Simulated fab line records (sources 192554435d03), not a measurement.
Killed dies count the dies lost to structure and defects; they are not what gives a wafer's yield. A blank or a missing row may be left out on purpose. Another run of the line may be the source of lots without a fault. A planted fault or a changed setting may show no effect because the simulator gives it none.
Matching of chambers / flow n5-finfet / rie-diel-05 running N5_BEOL_M14_STRIP_37: 4 sister chambers
The step strips in O2. 8 wafers are shown with their chamber, then 8 later ones without.

WAFERS PAIRED WITH THEIR CHAMBERS
wafer=L074.2; chamber=3; showerhead-plenum-p-Torr (Torr)=2.06; drypump-motor-current-A (A)=5.1
wafer=L075.5; chamber=3; showerhead-plenum-p-Torr (Torr)=2.06; drypump-motor-current-A (A)=5.1
wafer=L084.1; chamber=0; showerhead-plenum-p-Torr (Torr)=1.89; drypump-motor-current-A (A)=5.2
wafer=L084.5; chamber=1; showerhead-plenum-p-Torr (Torr)=2.23; drypump-motor-current-A (A)=6.6
wafer=L087.2; chamber=2; showerhead-plenum-p-Torr (Torr)=2.23; drypump-motor-current-A (A)=5.4
wafer=L087.4; chamber=0; showerhead-plenum-p-Torr (Torr)=1.89; drypump-motor-current-A (A)=5.3
wafer=L087.6; chamber=1; showerhead-plenum-p-Torr (Torr)=2.23; drypump-motor-current-A (A)=6.6
wafer=L088.1; chamber=2; showerhead-plenum-p-Torr (Torr)=2.22; drypump-motor-current-A (A)=5.4

WAFERS MISSING THEIR CHAMBER
wafer=L088.5; showerhead-plenum-p-Torr (Torr)=1.89; drypump-motor-current-A (A)=5.3
wafer=L088.6; showerhead-plenum-p-Torr (Torr)=2.05; drypump-motor-current-A (A)=5.1
wafer=L093.1; showerhead-plenum-p-Torr (Torr)=2.23; drypump-motor-current-A (A)=6.6
wafer=L093.3; showerhead-plenum-p-Torr (Torr)=1.88; drypump-motor-current-A (A)=5.3
wafer=L093.4; showerhead-plenum-p-Torr (Torr)=2.23; drypump-motor-current-A (A)=6.6
wafer=L096.1; showerhead-plenum-p-Torr (Torr)=1.88; drypump-motor-current-A (A)=5.3
wafer=L096.4; showerhead-plenum-p-Torr (Torr)=2.22; drypump-motor-current-A (A)=6.6
wafer=L096.5; showerhead-plenum-p-Torr (Torr)=2.22; drypump-motor-current-A (A)=6.6

WHICH CHAMBER EACH WENT THROUGH
wafer=L088.5; from the rows above=0; in truth=0
wafer=L088.6; from the rows above=3; in truth=3
wafer=L093.1; from the rows above=1; in truth=1
wafer=L093.3; from the rows above=0; in truth=0
wafer=L093.4; from the rows above=1; in truth=1
wafer=L096.1; from the rows above=0; in truth=0
wafer=L096.4; from the rows above=1; in truth=1
wafer=L096.5; from the rows above=1; in truth=1
8 of 8 placed correctly. Left unplaced by these rows: 0. Placed wrongly: 0.
How it was worked out, from the rows above alone: a wafer's distance from a chamber is the root of the sum, over the readings, of the square of ((its reading less the chamber's mean) divided by the reading's scatter). The wafer belongs to the nearest chamber; if the next one is less than 2 further off, it can't be placed. For every chamber, the mean is computed from those of its wafers that are shown. The scatter: the root of (the sum of the squares of (reading less its chamber's mean) over the shown wafers, divided by (wafers less chambers)).
